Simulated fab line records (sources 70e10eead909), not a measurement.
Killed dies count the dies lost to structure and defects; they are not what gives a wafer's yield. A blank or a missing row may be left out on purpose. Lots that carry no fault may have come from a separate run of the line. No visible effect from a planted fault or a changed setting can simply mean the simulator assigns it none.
The same fault as seen by 2 desks | flow nand-harc | what lay behind the numbers comes last; until then each desk has only its own

## THE METROLOGY DESK
What the gauges read, lot by lot, whatever tool the lot ran on: means of the sampled wafers that have a number. The brackets show how far a lot's mean lies from the usual mean; more than 4 standard deviations puts the lot out of limits, marked OUT.
Columns: A = thk-nm at NHARC_A_ONON_D2_THK_MEAS_21, usual 999 nm
lot  | first seen here | A
L428 | day 12 23:04    | 1004
L429 | day 13 14:50    | 986
L431 | day 13 14:50    | 990
L432 | day 14 10:14    | 1009
L433 | day 14 20:46    | 1011
L434 | day 15 05:20    | 1010
L435 | day 16 02:28    | 986
L436 | day 16 02:28    | 1006
L437 | day 16 16:19    | 1003
L439 | day 17 08:09    | 1005
L440 | day 18 07:22    | 1005
L444 | day 19 14:05    | 1256 (+27) OUT
L446 | day 20 03:59    | 1254 (+26) OUT
L447 | day 20 12:19    | 1171 (+18) OUT
L450 | day 21 15:23    | 1008
Finding of this desk: L444, L446, L447 out of limits; the first was L444 at day 19 14:05, on thk-nm at NHARC_A_ONON_D2_THK_MEAS_21. L428, L429, L431, L432, L433, L434, L435, L436, L437, L439, L440, L450: within limits.

## TOOL OWNER'S DESK, pecvd-onon-04
The tool's own readings at NHARC_A_ONON_D2_DEP_19 (target thk 1000 nm): means of the sampled wafers that have a number, for each lot that ran on this tool. The brackets show how far a lot's mean lies from the usual mean; more than 4 standard deviations puts the lot out of limits, marked OUT.
Columns: A = susceptor-temp-C at NHARC_A_ONON_D2_DEP_19, usual 399.97 C
lot  | first seen here | A
L428 | day 12 22:37    | 400.20
L429 | day 13 14:23    | 399.90
L434 | day 15 04:49    | 400.10
L435 | day 16 02:00    | 400.05
L439 | day 17 07:45    | 400.06
L444 | day 19 13:37    | 400.27
L446 | day 20 03:43    | 399.94
L447 | day 20 11:49    | 399.64
Result from this desk: across the 8 lots, nothing is out of limits.

## ALL TOGETHER
Metrology desk: alarm possible at day 19 14:05 on L444, L446, L447.
Nothing out of limits was seen by the tool owner's desk.
Tool owner's desk: L444, L446, L447 on record, inside its limits.
Of the lots named, all ran NHARC_A_ONON_D2_DEP_19 on pecvd-onon-04.

## WHAT WAS PUT IN BY THE SIMULATOR
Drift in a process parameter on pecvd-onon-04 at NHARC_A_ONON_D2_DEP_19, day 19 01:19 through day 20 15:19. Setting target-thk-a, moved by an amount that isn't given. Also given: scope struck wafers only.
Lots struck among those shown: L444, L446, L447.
Time in hours between the start of the fault and the first out-of-limits reading at each desk: metrology desk, 13.
